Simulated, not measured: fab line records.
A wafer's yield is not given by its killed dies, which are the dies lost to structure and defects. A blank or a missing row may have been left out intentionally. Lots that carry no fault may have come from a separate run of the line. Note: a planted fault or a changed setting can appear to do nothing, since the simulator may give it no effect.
Chamber matching :: flow nand_harc :: rie_diel-12 running NHARC_A_CONTACT_ETCH_88: 4 sister chambers
The step etches the open film in CF4, target depth 39 nm, time 65 s. 8 wafers are shown with their chamber, then 7 later ones without.

== WAFERS, EACH WITH ITS CHAMBER ==
wafer: L214.1
chamber: 0
drypump_motor_current_A (A): 5.5
rf_vpp_V (V): 149.2

wafer: L214.2
chamber: 2
drypump_motor_current_A (A): 6.2
rf_vpp_V (V): 152.4

wafer: L214.4
chamber: 3
drypump_motor_current_A (A): 5.3
rf_vpp_V (V): 151.1

wafer: L216.1
chamber: 1
drypump_motor_current_A (A): 6.6
rf_vpp_V (V): 150.5

wafer: L216.3
chamber: 3
drypump_motor_current_A (A): 5.3
rf_vpp_V (V): 150.4

wafer: L216.6
chamber: 2
drypump_motor_current_A (A): 6.3
rf_vpp_V (V): 150.8

wafer: L218.1
chamber: 0
drypump_motor_current_A (A): 5.5
rf_vpp_V (V): 149.5

wafer: L218.2
chamber: 1
drypump_motor_current_A (A): 6.6
rf_vpp_V (V): 150.7

== WAFERS WHOSE CHAMBER IS MISSING ==
wafer: L218.4
drypump_motor_current_A (A): 5.3
rf_vpp_V (V): 151.7

wafer: L220.1
drypump_motor_current_A (A): 6.3
rf_vpp_V (V): 152.0

wafer: L220.3
drypump_motor_current_A (A): 5.3
rf_vpp_V (V): 150.2

wafer: L220.4
drypump_motor_current_A (A): 5.5
rf_vpp_V (V): 150.5

wafer: L221.1
drypump_motor_current_A (A): 6.3
rf_vpp_V (V): 151.5

wafer: L221.2
drypump_motor_current_A (A): 5.3
rf_vpp_V (V): 150.6

wafer: L221.3
drypump_motor_current_A (A): 5.5
rf_vpp_V (V): 149.3

== WHICH CHAMBER EACH ONE RAN IN ==
wafer: L218.4
from the rows above: 3
in truth: 3

wafer: L220.1
from the rows above: 2
in truth: 2

wafer: L220.3
from the rows above: 3
in truth: 3

wafer: L220.4
from the rows above: 0
in truth: 0

wafer: L221.1
from the rows above: 2
in truth: 2

wafer: L221.2
from the rows above: 3
in truth: 3

wafer: L221.3
from the rows above: 0
in truth: 0
Correctly placed: 7 of 7. Can't be placed from these rows: 0. Wrongly placed: 0.
How it was worked out, from the rows above alone: a wafer's distance from a chamber is the root of the sum, over the readings, of the square of ((its reading less the chamber's mean) divided by the reading's scatter). The wafer belongs to the nearest chamber; if the next one is less than 2 further off, it can't be placed. A chamber's mean is the mean of its shown wafers. The scatter: the root of (the sum of the squares of (reading less its chamber's mean) over the shown wafers, divided by (wafers less chambers)).
